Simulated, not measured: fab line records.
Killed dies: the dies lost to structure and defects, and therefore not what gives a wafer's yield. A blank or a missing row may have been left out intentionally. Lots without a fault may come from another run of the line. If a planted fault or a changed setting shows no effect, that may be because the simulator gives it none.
Chamber matching + flow n5 finfet + 4 sister chambers for N5_DUMMY_GATE_ETCH_29 on rie diel-02
The step etches underlayer in N2/H2, target depth 13 nm. 4 wafers are shown with their chamber, then 12 later ones without.

EACH WAFER AND ITS CHAMBER
| wafer  | chamber | showerhead plenum p Torr (Torr) |
|--------|---------|---------------------------------|
| L084.1 | 2       | 2.61                            |
| L087.1 | 1       | 2.55                            |
| L087.3 | 3       | 2.61                            |
| L087.6 | 0       | 2.40                            |

WAFERS WITH NO CHAMBER GIVEN
| wafer  | showerhead plenum p Torr (Torr) |
|--------|---------------------------------|
| L092.1 | 2.55                            |
| L092.2 | 2.60                            |
| L092.3 | 2.40                            |
| L092.4 | 2.60                            |
| L092.5 | 2.60                            |
| L092.6 | 2.60                            |
| L093.1 | 2.54                            |
| L093.2 | 2.60                            |
| L093.4 | 2.60                            |
| L095.2 | 2.54                            |
| L095.3 | 2.60                            |
| L095.4 | 2.40                            |

CHAMBER TAKEN BY EACH
| wafer  | from the rows above     | in truth |
|--------|-------------------------|----------|
| L092.1 | 1                       | 1        |
| L092.2 | can't be placed: 2 or 3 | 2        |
| L092.3 | 0                       | 0        |
| L092.4 | can't be placed: 2 or 3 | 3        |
| L092.5 | can't be placed: 2 or 3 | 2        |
| L092.6 | can't be placed: 2 or 3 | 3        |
| L093.1 | 1                       | 1        |
| L093.2 | can't be placed: 2 or 3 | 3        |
| L093.4 | can't be placed: 2 or 3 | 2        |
| L095.2 | 1                       | 1        |
| L095.3 | can't be placed: 2 or 3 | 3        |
| L095.4 | 0                       | 0        |
Correct placement for 5 of the 12. Unplaceable from these rows: 7, with the true chamber sitting among the candidates in 7. Placed wrongly: 0.
How it was worked out, from the rows above alone: a wafer's distance from a chamber is the root of the sum, over the readings, of the square of ((its reading less the chamber's mean) divided by the reading's scatter). The wafer belongs to the nearest chamber; if the next one is less than 2 further off, it can't be placed. A chamber's mean is the mean of its shown wafers. The scatter (one wafer shown for each chamber): square how far every hidden wafer sits from the nearest shown wafer, average those squares and take the square root.
